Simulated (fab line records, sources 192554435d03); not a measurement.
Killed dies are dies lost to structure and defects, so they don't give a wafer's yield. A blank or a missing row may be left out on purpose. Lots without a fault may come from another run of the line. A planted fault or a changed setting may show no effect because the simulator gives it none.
Chamber matching | flow n5_finfet | N5_SD_EPI_N_LINER_46 on ald_sin-02: 4 sister chambers
The step material SiNx, target thk 3 nm. 8 wafers are shown with their chamber, then 7 later ones without.

WAFERS WITH THEIR CHAMBER
wafer  | chamber | heater_power_w (W)
L074.3 | 2       | 724
L077.5 | 3       | 990
L077.6 | 0       | 961
L079.2 | 2       | 748
L079.4 | 1       | 927
L079.5 | 3       | 966
L086.3 | 1       | 910
L086.4 | 0       | 981

WAFERS WITHOUT THEIR CHAMBER
wafer  | heater_power_w (W)
L086.6 | 909
L089.1 | 912
L089.3 | 981
L089.6 | 962
L093.2 | 908
L093.5 | 716
L093.6 | 907

WHICH CHAMBER EACH WENT THROUGH
wafer  | from the rows above     | in truth
L086.6 | 1                       | 1
L089.1 | 1                       | 1
L089.3 | can't be placed: 3 or 0 | 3
L089.6 | can't be placed: 0 or 3 | 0
L093.2 | 1                       | 1
L093.5 | 2                       | 2
L093.6 | 1                       | 1
Placed correctly: 5 of 7. Can't be placed from these rows: 2 (the true chamber is among the candidates in 2). Placed wrongly: 0.
How it was worked out, from the rows above alone: a wafer's distance from a chamber is the root of the sum, over the readings, of the square of ((its reading less the chamber's mean) divided by the reading's scatter). The wafer belongs to the nearest chamber; if the next one is less than 2 further off, it can't be placed. A chamber's mean is the mean of its shown wafers. The scatter: the root of (the sum of the squares of (reading less its chamber's mean) over the shown wafers, divided by (wafers less chambers)).
